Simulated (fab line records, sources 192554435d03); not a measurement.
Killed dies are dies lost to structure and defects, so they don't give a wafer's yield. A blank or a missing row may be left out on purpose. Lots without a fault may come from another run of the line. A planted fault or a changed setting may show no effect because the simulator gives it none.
Split-lot experiment | flow n5_finfet | 7 lots, 21 wafers read, on a route of 1938 steps

THE SPLIT
At N5_BEOL_M15_COAT_04 (resist thk 800 nm), the setting spin_rpm was moved away from the recipe's 1704 rpm on 7 of the 21 wafers read, by -7.6% to +9.6%. The other wafers ran this setting at the recipe's value.

FROM THE SPLIT TO THE READING: what the file shows between them, 4 steps
- N5_BEOL_M15_EBR_06
- N5_BEOL_M15_SOFTBAKE_05: time 60 s
- N5_BEOL_M15_DESCUM_15: chemistry O2, time 7.9 s
- N5_BEOL_M15_ETCH_59: etches BARC in N2/H2, target depth 89 nm, overetch 26.7 nm, time 67.9 s

THE READING
coat_of_BEOL_M15_COAT_04.thk_nm (the simulator's own value, which no gauge read), in nm, at N5_BEOL_M15_VIA_ETCH_16 (etches SiO2 in C4F8/O2/Ar, target depth 1792.2 nm). The file gives no usual value for it. The 14 wafers here that ran the recipe average 335.8 nm, standard deviation 4.9 nm.

wafer  | tool, chamber at the split | spin_rpm as run, rpm | against the recipe | coat_of_BEOL_M15_COAT_04.thk_nm, nm | against lot-mates on the recipe
L075.1 | litho_track-01, 0          | 1704                 | recipe             | 341.2                               | -
L075.4 | litho_track-01, 0          | 1762                 | +3.4%              | 324                                 | -17.2
L075.5 | litho_track-01, 0          | 1762                 | +3.4%              | 319.4                               | -21.8
L077.2 | litho_track-03, 0          | 1845                 | +8.3%              | 309.2                               | -26.0
L077.3 | litho_track-03, 0          | 1845                 | +8.3%              | 297.8                               | -37.4
L077.5 | litho_track-03, 0          | 1704                 | recipe             | 335.2                               | -
L078.2 | litho_track-02, 0          | 1704                 | recipe             | 341.4                               | -
L078.4 | litho_track-02, 0          | 1704                 | recipe             | 342                                 | -
L078.5 | litho_track-02, 0          | 1704                 | recipe             | 330.6                               | -
L083.2 | litho_track-02, 0          | 1704                 | recipe             | 333.6                               | -
L083.4 | litho_track-02, 0          | 1704                 | recipe             | 334.6                               | -
L083.6 | litho_track-02, 0          | 1704                 | recipe             | 333.4                               | -
L088.1 | litho_track-01, 0          | 1704                 | recipe             | 340.6                               | -
L088.4 | litho_track-01, 0          | 1704                 | recipe             | 338.6                               | -
L088.5 | litho_track-01, 0          | 1867                 | +9.6%              | 293.6                               | -46.0
L090.3 | litho_track-02, 0          | 1704                 | recipe             | 341.8                               | -
L090.5 | litho_track-02, 0          | 1704                 | recipe             | 331.8                               | -
L090.6 | litho_track-02, 0          | 1648                 | -3.3%              | 339.2                               | +2.4
L092.1 | litho_track-02, 0          | 1575                 | -7.6%              | 360.8                               | +32.4
L092.2 | litho_track-02, 0          | 1704                 | recipe             | 330                                 | -
L092.5 | litho_track-02, 0          | 1704                 | recipe             | 326.8                               | -

THE FIT
A straight line over all 21 wafers: coat_of_BEOL_M15_COAT_04.thk_nm changes by -3.79 nm for each +1% of spin_rpm; r = -0.94; the points scatter about the line by 5.2 nm.
The same after taking each lot's own level away (the mean of its wafers on the recipe; 21 wafers): -4.15 nm for each +1%; r = -0.96; scatter 4.8 nm.
On that fit, the largest move of spin_rpm shifts the reading by 40 nm.
The lots' own levels span 328.40 to 341.20 nm, that is 2.6 times the standard deviation above.
So the lot-to-lot level changes the slope little: the two slopes agree.
Check: with one of the wafers moved furthest among these (+9.6%) left out of the fit, the line predicts -38.6 nm for it against its lot-mates. It came out at -46 nm against them.

OTHER SPLITS ON THESE WAFERS
These wafers also went through other splits before the reading. Each is held against what the fit with the lots' levels taken away leaves over:
other split on the same wafers | wafers away from the commonest value | r with coat_of_BEOL_M15_COAT_04.thk_nm (lot level and that fit taken away)
N5_BEOL_M10_EXPOSE_25 dose_mj  | 7                                    | +0.33
N5_BEOL_M11_DESCUM_16 time_s   | 5                                    | +0.16
N5_BEOL_M12_COAT_65 spin_rpm   | 8                                    | -0.04
N5_BEOL_M13_DEP_53 time_s      | 6                                    | +0.19
N5_BEOL_M14_ILD_DEP_00 time_s  | 8                                    | -0.04

THE WHOLE CHAIN: every reading that the file lists as answering this split, in the file's order
step                    | what it does                                      | reading                                                                          | change (the file's fit)              | r (the file's)
N5_BEOL_M15_COAT_04     | resist thk 800 nm                                 | coat_of_BEOL_M15_COAT_04.thk_nm (the simulator's own value, which no gauge read) | -3.83 nm for each +1% of the setting | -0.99
N5_BEOL_M15_VIA_ETCH_16 | etches SiO2 in C4F8/O2/Ar, target depth 1792.2 nm | coat_of_BEOL_M15_COAT_04.thk_nm (the simulator's own value, which no gauge read) | -4.26 nm for each +1% of the setting | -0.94

THE FILE'S OWN FIT
coat_of_BEOL_M15_COAT_04.thk_nm changes by -4.26 nm for each +1% of spin_rpm, r = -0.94.
